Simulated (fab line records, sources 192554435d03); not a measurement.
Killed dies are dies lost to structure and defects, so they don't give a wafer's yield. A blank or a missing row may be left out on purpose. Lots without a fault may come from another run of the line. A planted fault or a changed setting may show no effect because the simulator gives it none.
Chamber matching | flow n5_finfet | N5_FIN_SAQP_STRIP_55 on rie_diel-04: 4 sister chambers
The step strips in N2/H2. 20 wafers are shown with their chamber, then 10 later ones without.

WAFERS WITH THEIR CHAMBER
wafer  | chamber | drypump_motor_current_A (A) | showerhead_plenum_p_Torr (Torr) | throttle_valve_pct (%)
L074.3 | 0       | 5.4                         | 3.34                            | 19.5
L074.4 | 1       | 5.3                         | 3.20                            | 19.3
L074.5 | 2       | 5.3                         | 3.27                            | 18.8
L079.1 | 0       | 5.4                         | 3.33                            | 19.4
L079.4 | 1       | 5.3                         | 3.19                            | 19.3
L079.5 | 1       | 5.3                         | 3.19                            | 19.3
L083.3 | 3       | 4.9                         | 3.47                            | 19.0
L083.5 | 2       | 5.3                         | 3.26                            | 18.8
L083.6 | 1       | 5.3                         | 3.19                            | 19.3
L086.1 | 2       | 5.3                         | 3.25                            | 18.8
L086.2 | 0       | 5.5                         | 3.33                            | 19.5
L086.5 | 3       | 4.9                         | 3.46                            | 19.1
L087.1 | 2       | 5.3                         | 3.25                            | 18.8
L087.4 | 0       | 5.5                         | 3.33                            | 19.5
L087.6 | 2       | 5.3                         | 3.25                            | 18.8
L088.1 | 2       | 5.3                         | 3.25                            | 18.8
L088.3 | 0       | 5.5                         | 3.32                            | 19.5
L088.6 | 2       | 5.3                         | 3.25                            | 18.9
L090.2 | 1       | 5.3                         | 3.18                            | 19.3
L090.5 | 0       | 5.5                         | 3.32                            | 19.5

SIGNATURES (means of the wafers above)
reading                  | chamber 0 | chamber 1 | chamber 2 | chamber 3 | scatter within a chamber
drypump_motor_current_A  | 5.467     | 5.300     | 5.300     | 4.900     | 0.0289
showerhead_plenum_p_Torr | 3.3283    | 3.1900    | 3.2543    | 3.4650    | 0.00752
throttle_valve_pct       | 19.483    | 19.300    | 18.814    | 19.050    | 0.037
Rule: a wafer's distance from a chamber is the root of the sum, over the readings, of the square of ((its reading less the chamber's mean) divided by the reading's scatter). The wafer belongs to the nearest chamber; if the next one is less than 2 further off, it can't be placed. The scatter: the root of (the sum of the squares of (reading less its chamber's mean) over the shown wafers, divided by (wafers less chambers)).

WAFERS WITHOUT THEIR CHAMBER
wafer  | drypump_motor_current_A (A) | showerhead_plenum_p_Torr (Torr) | throttle_valve_pct (%)
L090.6 | 4.9                         | 3.46                            | 19.1
L094.1 | 5.3                         | 3.24                            | 18.9
L094.3 | 4.9                         | 3.45                            | 19.1
L094.5 | 5.3                         | 3.24                            | 18.9
L096.3 | 5.3                         | 3.24                            | 18.8
L096.5 | 5.5                         | 3.31                            | 19.5
L096.6 | 5.3                         | 3.24                            | 18.9
L097.1 | 5.3                         | 3.24                            | 18.9
L097.2 | 5.3                         | 3.17                            | 19.4
L097.6 | 5.3                         | 3.24                            | 18.9

WHICH CHAMBER EACH WENT THROUGH
wafer  | from the rows above | in truth
L090.6 | 3                   | 3
L094.1 | 2                   | 2
L094.3 | 3                   | 3
L094.5 | 2                   | 2
L096.3 | 2                   | 2
L096.5 | 0                   | 0
L096.6 | 2                   | 2
L097.1 | 2                   | 2
L097.2 | 1                   | 1
L097.6 | 2                   | 2
Placed correctly: 10 of 10. Can't be placed from these rows: 0. Placed wrongly: 0.
